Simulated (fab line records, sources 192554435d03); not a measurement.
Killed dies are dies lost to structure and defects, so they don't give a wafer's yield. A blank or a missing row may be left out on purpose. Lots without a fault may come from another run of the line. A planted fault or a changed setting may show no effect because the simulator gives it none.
Chamber matching | flow n5_finfet | N5_BEOL_M10_DEP_56 on pecvd-02: 3 sister chambers
The step deposits SiCN from 3MS/NH3, target thk 15 nm, time 26.5 s. 6 wafers are shown with their chamber, then 9 later ones without.

WAFERS WITH THEIR CHAMBER
wafer  | chamber | showerhead_plenum_p_Torr (Torr) | chamber_pressure_Torr (Torr)
L084.1 | 2       | 3.678                           | 2.992
L084.3 | 1       | 3.653                           | 3.011
L084.6 | 0       | 3.663                           | 3.007
L083.1 | 1       | 3.642                           | 3.018
L083.3 | 0       | 3.673                           | 3.000
L083.4 | 2       | 3.682                           | 3.004

WAFERS WITHOUT THEIR CHAMBER
wafer  | showerhead_plenum_p_Torr (Torr) | chamber_pressure_Torr (Torr)
L086.3 | 3.651                           | 2.991
L086.4 | 3.643                           | 2.996
L086.5 | 3.660                           | 3.003
L093.2 | 3.634                           | 3.004
L093.4 | 3.649                           | 2.995
L093.5 | 3.673                           | 2.983
L097.4 | 3.669                           | 3.015
L097.5 | 3.651                           | 2.997
L097.6 | 3.641                           | 3.001

WHICH CHAMBER EACH WENT THROUGH
wafer  | from the rows above          | in truth
L086.3 | can't be placed: 0 or 1 or 2 | 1
L086.4 | can't be placed: 1 or 0      | 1
L086.5 | can't be placed: 0 or 1      | 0
L093.2 | 1                            | 1
L093.4 | can't be placed: 1 or 0 or 2 | 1
L093.5 | can't be placed: 2 or 0      | 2
L097.4 | can't be placed: 0 or 2 or 1 | 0
L097.5 | can't be placed: 1 or 0 or 2 | 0
L097.6 | can't be placed: 1 or 0      | 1
Placed correctly: 1 of 9. Can't be placed from these rows: 8 (the true chamber is among the candidates in 8). Placed wrongly: 0.
How it was worked out, from the rows above alone: a wafer's distance from a chamber is the root of the sum, over the readings, of the square of ((its reading less the chamber's mean) divided by the reading's scatter). The wafer belongs to the nearest chamber; if the next one is less than 2 further off, it can't be placed. A chamber's mean is the mean of its shown wafers. The scatter: the root of (the sum of the squares of (reading less its chamber's mean) over the shown wafers, divided by (wafers less chambers)).
